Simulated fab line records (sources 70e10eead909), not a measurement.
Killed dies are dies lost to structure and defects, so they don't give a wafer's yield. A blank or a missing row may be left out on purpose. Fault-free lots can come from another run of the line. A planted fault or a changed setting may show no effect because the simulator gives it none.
fab line records    flow nandHarc
record: lots: 24  wafers: 72  lastDay: 24
route steps=1159 shown A_CONTACT@941 A_BLC@993 A_M0@1014 A_M1@1036 THIN_TSV@1103
lots with no fault: from the same line, run without faults
startH: start of the lot's first displayed wafer, in hours after the record's first day    waitH: hours since the lot's step before    " identical to the entry in the row above    L1.1+2: several wafers, shown together as one row    - value missing, or start not given    * or withheld: withheld    < > ~ a bound
route shown NAME@n: NAME is a module with steps in the file, n the number in the route of the first one    usual: mean/standard deviation of fault-free wafers    same: alike in all rows    chamber/n: place in a boat    sites: the reading at each site    _std_site: the standard deviation of these    _edge_site: inner sites' mean taken away from outer sites' mean    radiusMm: for every site, how far away it sits from the centre of the wafer    mask NAME#n: copy n    behind: the last tool/chamber to shape the wafer    hold: why the lot went on hold/how many hours it stayed there/how the hold came to an end    device: the n, p or np transistor that did not switch    end of line: the route-end tests of the same wafers    for a step that has no rows: nothing shown but its recipe    killed: the dies lost at the first sort to structure and to defects; this is not the yield of the wafer    map: dies across one wafer; x = killed, . = not, _ = none there
set.NAME: the run value of the setting; set.NAME@STEP: its run value at that earlier step    model.NAME: the simulator's own value behind a step, which no gauge read
route steps across a sampled set of lots; one table per step, one row per wafer
services: from which hour (startH, from the record's first day; less than 0 if before it) a tool's chamber was out of use, for how many hours, and why
== steps ==
step: NHARC_A_CONTACT_ETCH_30
recipe: targetDepthA: 605  timeS: 30.2  cf4FlowSccm: 100  chf3FlowSccm: 30  arFlowSccm: 0  rfW: 500  biasW: 200  chemistry: CF4/CHF3
usual: drypumpMotorCurrentA: 5.8/0.42  oesProductAu: 0.926/0.011  rfVppV: 371.0/2.6  showerheadPlenumPTorr: 1.59/0.071  throttleValvePct: 16.802/0.0097
lot.wafer  tool        chamber  startH  waitH  drypumpMotorCurrentA  oesProductAu  rfHoursCounterH  rfVppV  showerheadPlenumPTorr  throttleValvePct
L074.4     rieDiel-04  0        -       -      6.0                   0.939         33               371.8   1.60                   16.806
L074.5     "           2        "       "      5.6                   0.936         -                366.0   1.46                   16.815
L074.6     "           3        "       "      6.0                   0.919         -                372.7   1.64                   16.812
L077.1     rieDiel-04  3        -       -      6.0                   0.914         36               371.5   1.64                   16.801
L077.2     "           0        "       "      6.0                   0.932         38               372.8   1.60                   16.813
L077.6     "           3        "       "      6.0                   0.924         -                372.8   1.64                   16.798
L076.1     rieDiel-01  3        -       -      5.6                   0.921         14               372.6   1.64                   16.808
L076.3     "           0        "       "      5.3                   0.924         13               371.0   1.61                   16.810
L076.4     "           1        "       "      5.7                   0.931         12               372.5   1.63                   16.803
L079.2     rieDiel-01  0        -       -      5.3                   0.928         15               371.5   1.61                   16.795
L079.5     "           1        "       "      5.7                   0.930         -                371.6   1.63                   16.800
L079.6     "           2        "       "      5.5                   0.926         -                367.8   1.48                   16.790
L075.4     rieDiel-01  3        -       -      5.6                   0.918         16               373.2   1.64                   16.792
L075.5     "           2        "       "      5.5                   0.911         -                366.9   1.48                   16.804
L075.6     "           3        "       "      5.6                   0.920         -                373.3   1.64                   16.802
L078.2     rieDiel-01  3        -       -      5.6                   0.972         17               372.0   1.64                   16.803
L078.1     "           1        "       "      5.7                   0.952         14               372.9   1.63                   16.799
L078.5     "           0        "       "      5.3                   0.951         -                372.0   1.61                   16.823
L080.3     rieDiel-03  1        -       -      6.4                   0.927         9                367.5   1.47                   16.805
L080.6     "           2        "       "      6.7                   0.927         -                369.4   1.55                   16.809
L080.5     "           3        "       "      6.4                   0.938         -                373.3   1.64                   16.813
L081.2     rieDiel-04  2        -       -      5.6                   0.936         44               364.9   1.46                   16.792
L081.4     "           1        "       "      6.2                   0.931         59               375.8   1.68                   16.790
L081.6     "           2        "       "      5.6                   0.935         -                364.4   1.46                   16.797
L083.2     rieDiel-01  1        -       -      5.8                   0.928         23               371.1   1.62                   16.809
L083.1     "           3        "       "      5.6                   0.918         23               373.1   1.64                   16.793
L083.5     "           1        "       "      5.7                   0.914         -                373.6   1.62                   16.786
L082.4     rieDiel-01  0        -       -      5.3                   0.926         25               371.2   1.61                   16.792
L082.1     "           2        "       "      5.5                   0.918         24               367.8   1.48                   16.811
L082.5     "           1        "       "      5.7                   0.931         -                373.0   1.62                   16.818
L084.3     rieDiel-01  1        -       -      5.7                   0.932         25               373.0   1.62                   16.800
L084.2     "           2        "       "      5.5                   0.922         25               368.0   1.48                   16.808
L084.1     "           0        "       "      5.3                   0.920         26               371.0   1.60                   16.798
L085.1     rieDiel-04  3        -       -      6.0                   0.912         59               373.2   1.63                   16.827
L085.3     "           0        "       "      5.9                   0.934         63               370.8   1.59                   16.798
L085.6     "           3        "       "      6.0                   0.919         -                372.3   1.63                   16.792
L087.1     rieDiel-03  0        -       -      5.3                   0.929         17               374.5   1.70                   16.802
L087.5     "           1        "       "      6.4                   0.926         -                367.0   1.47                   16.796
L087.6     "           2        "       "      6.7                   0.921         -                370.0   1.55                   16.804
L086.2     rieDiel-04  3        -       -      6.0                   0.928         63               372.2   1.63                   16.807
L086.1     "           0        "       "      5.9                   0.936         69               371.1   1.59                   16.805
L086.6     "           0        "       "      6.0                   0.935         -                371.7   1.59                   16.804
L092.3     rieDiel-01  1        -       -      5.7                   0.921         30               372.2   1.62                   16.790
L092.4     "           2        "       "      5.6                   0.928         30               366.8   1.48                   16.802
L092.2     "           3        "       "      5.6                   0.928         26               372.9   1.63                   16.793
L091.3     rieDiel-01  1        -       -      5.7                   0.933         31               373.6   1.62                   16.806
L091.4     "           2        "       "      5.5                   0.920         31               367.9   1.48                   16.809
L091.6     "           3        "       "      5.6                   0.928         -                372.9   1.63                   16.812
L089.2     rieDiel-01  0        -       -      5.3                   0.909         34               371.2   1.60                   16.790
L089.1     "           1        "       "      5.7                   0.915         33               372.9   1.62                   16.807
L089.4     "           3        "       "      5.6                   0.915         28               372.5   1.63                   16.814
L088.4     rieDiel-01  3        -       -      5.6                   0.910         29               373.2   1.63                   16.803
L088.1     "           0        "       "      5.3                   0.915         35               371.0   1.60                   16.791
L088.6     "           2        "       "      5.5                   0.908         -                365.8   1.48                   16.802
L093.1     rieDiel-03  2        -       -      6.8                   0.930         31               369.1   1.55                   16.794
L093.3     "           3        "       "      6.4                   0.921         34               374.1   1.64                   16.793
L093.6     "           1        "       "      6.4                   0.921         -                367.7   1.47                   16.797
L090.3     rieDiel-03  2        -       -      6.8                   0.933         33               368.2   1.54                   16.789
L090.1     "           3        "       "      6.4                   0.927         36               371.9   1.64                   16.802
L090.6     "           2        "       "      6.7                   0.932         -                370.5   1.54                   16.781
L094.3     rieDiel-01  3        -       -      5.6                   0.929         2                372.3   1.63                   16.802
L094.1     "           1        "       "      5.7                   0.937         1                371.4   1.62                   16.794
L094.4     "           2        "       "      5.5                   0.923         2                367.7   1.48                   16.806
L095.4     rieDiel-03  2        -       -      6.7                   0.932         39               369.2   1.54                   16.827
L095.1     "           3        "       "      6.4                   0.922         42               372.5   1.63                   16.804
L095.3     "           0        "       "      5.3                   0.925         39               374.7   1.69                   16.799
L096.4     rieDiel-04  1        -       -      6.2                   0.928         17               373.4   1.68                   16.794
L096.2     "           2        "       "      5.6                   0.918         17               374.5   1.70                   16.804
L096.6     "           3        "       "      6.0                   0.924         -                372.9   1.63                   16.802
L097.4     rieDiel-01  3        -       -      5.6                   0.916         5                373.1   1.63                   16.817
L097.2     "           1        "       "      5.7                   0.935         4                371.4   1.62                   16.799
L097.5     "           0        "       "      5.3                   0.925         -                373.4   1.60                   16.790
step: NHARC_A_CONTACT_ETCH_138
recipe: sourceW: withheld  pressureMtorr: 20  biasV: 3000  timeS: 132  targetDepthA: 12890  arFlowSccm: withheld  c4f8FlowSccm: withheld  o2FlowSccm: withheld  chemistry: C4F8/O2/Ar
lot.wafer  tool           chamber  startH  waitH  rfHoursCounterH
L074.4     harCapEtch-03  1        378.89  0.1    -
L074.5     "              1        "       "      -
L074.6     "              0        "       "      -
L077.1     harCapEtch-03  0        391.88  0.1    84
L077.2     "              1        "       "      84
L077.6     "              0        "       "      -
L076.1     harCapEtch-01  1        392.52  0.1    63
L076.4     "              0        "       "      -
L076.3     "              1        "       "      -
L079.2     harCapEtch-02  1        396.73  0.1    15
L079.5     "              0        "       "      -
L079.6     "              1        "       "      -
L075.4     harCapEtch-01  1        398.47  0.1    -
L075.5     "              0        "       "      -
L075.6     "              1        "       "      -
L078.1     harCapEtch-03  0        402.22  0.1    86
L078.2     "              1        "       "      86
L078.5     "              0        "       "      -
L080.3     harCapEtch-01  0        430.13  0.1    -
L080.5     "              0        "       "      -
L080.6     "              1        "       "      -
L081.2     harCapEtch-01  1        433.02  0.1    68
L081.4     "              0        "       "      -
L081.6     "              1        "       "      -
L083.1     harCapEtch-02  1        439.55  0.1    21
L083.2     "              0        "       "      21
L083.5     "              0        "       "      -
L082.1     harCapEtch-01  1        441.32  0.1    70
L082.4     "              0        "       "      -
L082.5     "              1        "       "      -
L084.1     harCapEtch-02  1        445.06  0.1    22
L084.2     "              0        "       "      22
L084.3     "              1        "       "      -
L085.1     harCapEtch-01  0        448.00  0.1    71
L085.3     "              0        "       "      -
L085.6     "              0        "       "      -
L087.1     harCapEtch-03  1        463.72  0.1    96
L087.6     "              0        "       "      -
L087.5     "              1        "       "      -
L086.2     harCapEtch-02  0        464.83  0.1    25
L086.1     "              1        "       "      25
L086.6     "              1        "       "      -
L092.2     harCapEtch-01  0        477.24  0.1    75
L092.3     "              0        "       "      -
L092.4     "              1        "       "      -
L091.3     harCapEtch-01  0        479.55  0.1    -
L091.4     "              1        "       "      -
L091.6     "              1        "       "      -
L089.2     harCapEtch-02  1        486.40  0.1    29
L089.1     "              0        "       "      29
L089.4     "              1        "       "      -
L088.1     harCapEtch-01  1        492.30  0.1    78
L088.4     "              0        "       "      -
L088.6     "              0        "       "      -
L093.1     harCapEtch-03  1        493.55  0.1    103
L093.3     "              1        "       "      -
L093.6     "              0        "       "      -
L090.1     harCapEtch-03  0        497.50  0.1    104
L090.3     "              1        "       "      -
L090.6     "              0        "       "      -
L094.1     harCapEtch-02  1        507.43  0.1    33
L094.3     "              0        "       "      -
L094.4     "              1        "       "      -
L095.1     harCapEtch-01  1        509.78  0.1    81
L095.4     "              1        "       "      -
L095.3     "              0        "       "      -
L096.2     harCapEtch-01  1        524.00  0.1    83
L096.4     "              1        "       "      -
L096.6     "              0        "       "      -
L097.2     harCapEtch-03  1        529.19  0.1    110
L097.4     "              1        "       "      -
L097.5     "              0        "       "      -
step: NHARC_A_BLC_INSPECT_28
usual: rawDefectCount: 413/100
lot.wafer  tool              chamber  startH  waitH  rawDefectCount
L074.4     defectInspect-02  -        390.77  0.1    433
L074.5     "                 -        "       "      797
L074.6     "                 -        "       "      546
L077.1     defectInspect-02  -        399.28  0.1    314
L077.2     "                 -        "       "      259
L077.6     "                 -        "       "      293
L076.1     defectInspect-01  -        402.43  0.1    420
L076.3     "                 -        "       "      326
L076.4     "                 -        "       "      406
L079.2     defectInspect-02  -        403.92  0.1    334
L079.5     "                 -        "       "      370
L079.6     "                 -        "       "      438
L075.4     defectInspect-01  -        409.01  0.1    389
L075.5     "                 -        "       "      387
L075.6     "                 -        "       "      428
L078.1     defectInspect-02  -        415.80  0.1    390
L078.2     "                 -        "       "      235
L078.5     "                 -        "       "      261
L080.3     defectInspect-02  -        441.83  0.1    431
L080.5     "                 -        "       "      424
L080.6     "                 -        "       "      602
L081.2     defectInspect-01  -        442.27  0.1    363
L081.4     "                 -        "       "      377
L081.6     "                 -        "       "      479
L083.1     defectInspect-01  -        449.13  0.1    572
L083.2     "                 -        "       "      398
L083.5     "                 -        "       "      492
L082.1     defectInspect-02  -        450.10  0.1    413
L082.4     "                 -        "       "      520
L082.5     "                 -        "       "      420
L084.1     defectInspect-02  -        459.50  0.1    371
L084.2     "                 -        "       "      329
L084.3     "                 -        "       "      380
L085.1     defectInspect-01  -        459.71  0.1    341
L085.3     "                 -        "       "      310
L085.6     "                 -        "       "      353
L087.1     defectInspect-02  -        477.46  0.1    368
L087.5     "                 -        "       "      488
L087.6     "                 -        "       "      523
L086.1     defectInspect-02  -        477.90  0.1    495
L086.2     "                 -        "       "      482
L086.6     "                 -        "       "      504
L092.2     defectInspect-01  -        495.34  0.1    450
L092.3     "                 -        "       "      462
L092.4     "                 -        "       "      396
L091.3     defectInspect-01  -        495.60  0.1    275
L091.4     "                 -        "       "      419
L091.6     "                 -        "       "      456
L089.1     defectInspect-02  -        501.73  0.1    309
L089.2     "                 -        "       "      386
L089.4     "                 -        "       "      328
L088.1     defectInspect-01  -        505.76  0.1    384
L088.4     "                 -        "       "      468
L088.6     "                 -        "       "      515
L093.1     defectInspect-02  -        506.20  0.1    401
L093.3     "                 -        "       "      697
L093.6     "                 -        "       "      488
L090.1     defectInspect-02  -        508.50  0.1    384
L090.3     "                 -        "       "      419
L090.6     "                 -        "       "      393
L094.1     defectInspect-01  -        519.88  0.1    386
L094.3     "                 -        "       "      438
L094.4     "                 -        "       "      695
L095.1     defectInspect-02  -        520.33  0.1    280
L095.3     "                 -        "       "      309
L095.4     "                 -        "       "      319
L096.2     defectInspect-02  -        532.00  0.1    368
L096.4     "                 -        "       "      547
L096.6     "                 -        "       "      560
L097.2     defectInspect-02  -        543.19  0.1    403
L097.4     "                 -        "       "      440
L097.5     "                 -        "       "      277
step: NHARC_A_M0_PRE_CLEAN_29
recipe: timeS: 30  tempC: 280  gas: H2/He
usual: heaterPowerW: 411/30
lot.wafer  tool           chamber  startH  waitH  heaterPowerW
L074.4     pvdSputter-01  -        -       -      416
L074.6     "              -        "       "      404
L074.5     "              -        "       "      439
L077.2     pvdSputter-01  -        -       -      399
L077.1     "              -        "       "      404
L077.6     "              -        "       "      409
L076.4     pvdSputter-02  -        -       -      463
L076.3     "              -        "       "      366
L076.1     "              -        "       "      428
L079.2     pvdSputter-03  -        -       -      397
L079.5     "              -        "       "      376
L079.6     "              -        "       "      398
L075.4     pvdSputter-02  -        -       -      362
L075.6     "              -        "       "      433
L075.5     "              -        "       "      364
L078.2     pvdSputter-02  -        -       -      431
L078.1     "              -        "       "      479
L078.5     "              -        "       "      425
L080.3     pvdSputter-03  -        -       -      375
L080.6     "              -        "       "      405
L080.5     "              -        "       "      418
L081.2     pvdSputter-01  -        -       -      412
L081.4     "              -        "       "      392
L081.6     "              -        "       "      442
L083.1     pvdSputter-02  -        -       -      473
L083.2     "              -        "       "      433
L083.5     "              -        "       "      368
L082.4     pvdSputter-02  -        -       -      473
L082.1     "              -        "       "      429
L082.5     "              -        "       "      377
L084.1     pvdSputter-02  -        -       -      421
L084.2     "              -        "       "      374
L084.3     "              -        "       "      474
L085.1     pvdSputter-02  -        -       -      469
L085.3     "              -        "       "      356
L085.6     "              -        "       "      386
L087.1     pvdSputter-02  -        -       -      362
L087.5     "              -        "       "      470
L087.6     "              -        "       "      393
L086.2     pvdSputter-03  -        -       -      424
L086.1     "              -        "       "      395
L086.6     "              -        "       "      427
L092.4     pvdSputter-03  -        -       -      437
L092.2     "              -        "       "      395
L092.3     "              -        "       "      391
L091.4     pvdSputter-01  -        -       -      403
L091.3     "              -        "       "      437
L091.6     "              -        "       "      423
L089.1     pvdSputter-03  -        -       -      445
L089.2     "              -        "       "      419
L089.4     "              -        "       "      403
L088.1     pvdSputter-01  -        -       -      442
L088.4     "              -        "       "      394
L088.6     "              -        "       "      428
L093.1     pvdSputter-03  -        -       -      405
L093.3     "              -        "       "      399
L093.6     "              -        "       "      411
L090.1     pvdSputter-01  -        -       -      402
L090.3     "              -        "       "      436
L090.6     "              -        "       "      403
L094.4     pvdSputter-02  -        -       -      387
L094.3     "              -        "       "      366
L094.1     "              -        "       "      466
L095.1     pvdSputter-02  -        -       -      389
L095.3     "              -        "       "      371
L095.4     "              -        "       "      468
L096.2     pvdSputter-03  -        -       -      402
L096.4     "              -        "       "      419
L096.6     "              -        "       "      394
L097.2     pvdSputter-02  -        -       -      390
L097.4     "              -        "       "      454
L097.5     "              -        "       "      433
step: NHARC_A_M1_CD_MEAS_09
recipe: targetCdNm: 120  landingEnergyEv: 500
usual: cdNm: 120.0/0.47
lot.wafer  tool      chamber  startH  waitH  cdNm
L074.4     cdSem-01  0        395.82  -      119.8
L074.5     "         0        "       "      120.5
L074.6     "         0        "       "      120.3
L077.1     cdSem-01  0        403.97  -      120.0
L077.2     "         0        "       "      120.2
L077.6     "         0        "       "      120.4
L076.1     cdSem-03  0        407.58  -      120.5
L076.3     "         0        "       "      120.3
L076.4     "         0        "       "      120.5
L079.2     cdSem-02  0        409.05  -      119.3
L079.5     "         0        "       "      120.5
L079.6     "         0        "       "      119.9
L075.4     cdSem-03  0        414.45  -      119.9
L075.5     "         0        "       "      120.0
L075.6     "         0        "       "      119.2
L078.1     cdSem-01  0        420.83  -      119.6
L078.2     "         0        "       "      120.1
L078.5     "         0        "       "      120.0
L080.3     cdSem-02  0        446.96  -      119.9
L080.5     "         0        "       "      120.7
L080.6     "         0        "       "      120.2
L081.2     cdSem-02  0        447.56  -      119.4
L081.4     "         0        "       "      120.1
L081.6     "         0        "       "      119.9
L083.1     cdSem-02  0        454.38  -      120.6
L083.2     "         0        "       "      120.9
L083.5     "         0        "       "      120.4
L082.1     cdSem-01  0        455.10  -      119.9
L082.4     "         0        "       "      119.9
L082.5     "         0        "       "      120.2
L084.1     cdSem-03  0        464.44  -      119.9
L084.2     "         0        "       "      120.5
L084.3     "         0        "       "      120.0
L085.1     cdSem-01  0        465.09  -      119.6
L085.3     "         0        "       "      119.3
L085.6     "         0        "       "      119.1
L087.1     cdSem-02  0        482.45  -      119.9
L087.5     "         0        "       "      120.0
L087.6     "         0        "       "      120.6
L086.1     cdSem-02  0        483.11  -      120.2
L086.2     "         0        "       "      120.0
L086.6     "         0        "       "      120.1
L092.2     cdSem-02  0        500.07  -      120.2
L092.3     "         0        "       "      119.9
L092.4     "         0        "       "      120.1
L091.3     cdSem-02  0        500.60  -      120.1
L091.4     "         0        "       "      120.1
L091.6     "         0        "       "      120.1
L089.1     cdSem-01  0        506.84  -      120.2
L089.2     "         0        "       "      121.1
L089.4     "         0        "       "      120.7
L088.1     cdSem-03  0        510.64  -      120.4
L088.4     "         0        "       "      119.5
L088.6     "         0        "       "      120.4
L093.1     cdSem-03  0        511.42  -      120.6
L093.3     "         0        "       "      120.0
L093.6     "         0        "       "      120.1
L090.1     cdSem-01  0        513.80  -      118.8
L090.3     "         0        "       "      119.9
L090.6     "         0        "       "      119.2
L094.1     cdSem-03  0        524.97  -      120.3
L094.3     "         0        "       "      119.5
L094.4     "         0        "       "      120.2
L095.1     cdSem-01  0        525.54  -      120.5
L095.3     "         0        "       "      120.1
L095.4     "         0        "       "      119.7
L096.2     cdSem-02  0        537.00  -      118.9
L096.4     "         0        "       "      119.8
L096.6     "         0        "       "      119.1
L097.2     cdSem-03  0        548.17  -      120.8
L097.4     "         0        "       "      119.8
L097.5     "         0        "       "      119.9
step: NHARC_THIN_TSV_THK_MEAS_02
recipe: thkMeasGauge: ir
usual: thkNm: 2992/220
lot.wafer  tool          chamber  startH  waitH  thkNm
L074.4     filmMetro-02  -        417.97  -      3016
L074.5     "             -        "       "      2708
L074.6     "             -        "       "      2874
L077.1     filmMetro-01  -        423.86  -      2746
L077.2     "             -        "       "      3002
L077.6     "             -        "       "      2876
L076.1     filmMetro-02  -        425.06  -      3214
L076.3     "             -        "       "      3258
L076.4     "             -        "       "      3016
L079.2     filmMetro-01  -        428.08  0.2    3287
L079.5     "             -        "       "      3320
L079.6     "             -        "       "      3149
L075.4     filmMetro-02  -        434.04  -      2739
L075.5     "             -        "       "      3331
L075.6     "             -        "       "      2947
L078.1     filmMetro-01  -        441.85  -      3037
L078.2     "             -        "       "      3403
L078.5     "             -        "       "      2809
L081.2     filmMetro-01  -        465.85  0.2    2921
L081.4     "             -        "       "      2814
L081.6     "             -        "       "      2885
L080.3     filmMetro-01  -        467.07  -      2637
L080.5     "             -        "       "      2563
L080.6     "             -        "       "      2568
L082.1     filmMetro-02  -        473.73  -      3013
L082.4     "             -        "       "      3061
L082.5     "             -        "       "      3157
L083.1     filmMetro-02  -        474.93  0.2    2597
L083.2     "             -        "       "      3115
L083.5     "             -        "       "      2880
L085.1     filmMetro-01  -        483.94  -      3323
L085.3     "             -        "       "      2932
L085.6     "             -        "       "      2966
L084.1     filmMetro-02  -        485.15  -      2938
L084.2     "             -        "       "      3500
L084.3     "             -        "       "      3084
L087.1     filmMetro-01  -        501.40  -      2663
L087.5     "             -        "       "      2751
L087.6     "             -        "       "      2726
L086.1     filmMetro-01  -        502.59  0.2    3175
L086.2     "             -        "       "      3127
L086.6     "             -        "       "      2950
L091.3     filmMetro-01  -        519.45  0.2    2512
L091.4     "             -        "       "      2959
L091.6     "             -        "       "      3058
L092.2     filmMetro-01  -        520.64  0.2    3002
L092.3     "             -        "       "      3091
L092.4     "             -        "       "      3357
L089.1     filmMetro-02  -        525.91  -      2877
L089.2     "             -        "       "      2550
L089.4     "             -        "       "      2998
L090.1     filmMetro-01  -        531.47  -      3066
L090.3     "             -        "       "      2789
L090.6     "             -        "       "      2913
L093.1     filmMetro-01  -        532.66  -      3111
L093.3     "             -        "       "      3114
L093.6     "             -        "       "      3051
L088.1     filmMetro-01  -        533.87  0.2    3087
L088.4     "             -        "       "      2546
L088.6     "             -        "       "      3077
L094.1     filmMetro-02  -        543.82  -      2758
L094.3     "             -        "       "      2884
L094.4     "             -        "       "      2895
L095.1     filmMetro-02  -        545.00  -      3168
L095.3     "             -        "       "      3145
L095.4     "             -        "       "      3228
L096.2     filmMetro-01  -        556.37  -      3007
L096.4     "             -        "       "      3171
L096.6     "             -        "       "      2850
L097.2     filmMetro-02  -        567.25  -      3284
L097.4     "             -        "       "      3296
L097.5     "             -        "       "      2950
== services ==
tool           chamber  startH  hours  kind
rieDiel-01     0        372.83  -      clean
rieDiel-01     1        372.83  -      clean
rieDiel-01     2        372.83  -      clean
rieDiel-01     3        372.83  -      clean
pvdSputter-02  -        392.03  10.0   pm
rieDiel-03     -        392.45  9.0    pm
rieDiel-01     0        397.36  -      clean
rieDiel-01     1        397.36  -      clean
rieDiel-01     2        397.36  -      clean
rieDiel-01     3        397.36  -      clean
harCapEtch-01  -        436.51  0.9    repair
rieDiel-01     3        442.07  24.2   repair
rieDiel-03     0        444.31  9.1    repair
pvdSputter-01  -        448.04  17.1   repair
rieDiel-04     3        455.70  2.4    repair
pvdSputter-03  -        458.07  10.0   pm
rieDiel-04     -        466.30  9.0    pm
rieDiel-03     2        466.36  3.2    repair
rieDiel-01     -        491.83  9.0    pm
rieDiel-03     0        509.33  26.2   repair
pvdSputter-01  -        514.00  10.0   pm
rieDiel-04     2        528.54  4.8    repair
pvdSputter-01  -        533.83  4.3    repair
pvdSputter-03  -        540.00  6.7    repair
== key ==
fault none
